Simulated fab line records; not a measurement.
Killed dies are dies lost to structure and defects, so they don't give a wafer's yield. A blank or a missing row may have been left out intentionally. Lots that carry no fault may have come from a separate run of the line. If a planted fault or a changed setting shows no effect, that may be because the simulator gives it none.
Which tool is to blame?	flow n5Finfet	36 wafers from 12 lots sampled at 2 of the route's 1938 steps

WHAT EACH GAUGE READ, for each wafer
N5_BEOL_M12_THK_MEAS_50: measures by xrf.
lot	measured	on	M12_THK (nm)
L074	day 11 00:00	filmMetro-01	319 312 320
L077	day 11 16:46	filmMetro-02	319 324 322
L080	day 12 04:55	filmMetro-02	311 325 319
L082	day 13 04:37	filmMetro-01	318 319 322
L083	day 13 12:30	filmMetro-02	320 331 315
L084	day 13 22:16	filmMetro-01	315 306 313
L086	day 14 00:40	filmMetro-02	316 328 328
L089	day 14 23:32	filmMetro-01	330 317 326
L090	day 15 12:16	filmMetro-02	312 326 322
L093	day 15 22:39	filmMetro-01	306 318 316
L095	day 16 13:48	filmMetro-02	318 321 324
L096	day 17 02:50	filmMetro-01	323 313 320

EACH LOT AND THE TOOL THAT RAN IT (in order: tool; ch and the chambers of the sampled wafers; start)
lot	N5_BEOL_M12_CMP_49
L074	cmp-04 ch 0,1, day 10 23:45
L077	cmp-03 ch 0,3, day 11 16:31
L080	cmp-03 ch 0,1,3, day 12 04:40
L082	cmp-01 ch 1,2,3, day 13 04:19
L083	cmp-01 ch 0,1,3, day 13 12:17
L084	cmp-01 ch 2,3, day 13 21:58
L086	cmp-04 ch 1,2, day 14 00:25
L089	cmp-03 ch 0,1,3, day 14 23:16
L090	cmp-03 ch 1,2,3, day 15 12:02
L093	cmp-01 ch 0,1,3, day 15 22:28
L095	cmp-04 ch 0,1, day 16 13:31
L096	cmp-03 ch 0,2,3, day 17 02:32
- N5_BEOL_M12_CMP_49: polishes, stops on SiOC, t overpolish 20.6 s, target thk 320 nm.

THE ANSWER, worked out from the rows above alone
Rule: the lots themselves supply what counts as usual. The widest of any qualifying gaps counts: lots, ordered by their means at a reading, are off when they make up no more than a third of the lots, leave a main group of 4 or more, and stand apart from it by 3 or more times the standard deviation of that group's means. A main group is skipped when, at the precision printed for the reading in the tables above, its means are all equal. A lot without any number at a reading at which 4 lots or more have one is off too. Where the step has rows for the other lots, those lots are counted as sound.
No lot is off at any reading shown: from this, nothing can be told.

WHAT HAD BEEN PUT IN BY THE SIMULATOR
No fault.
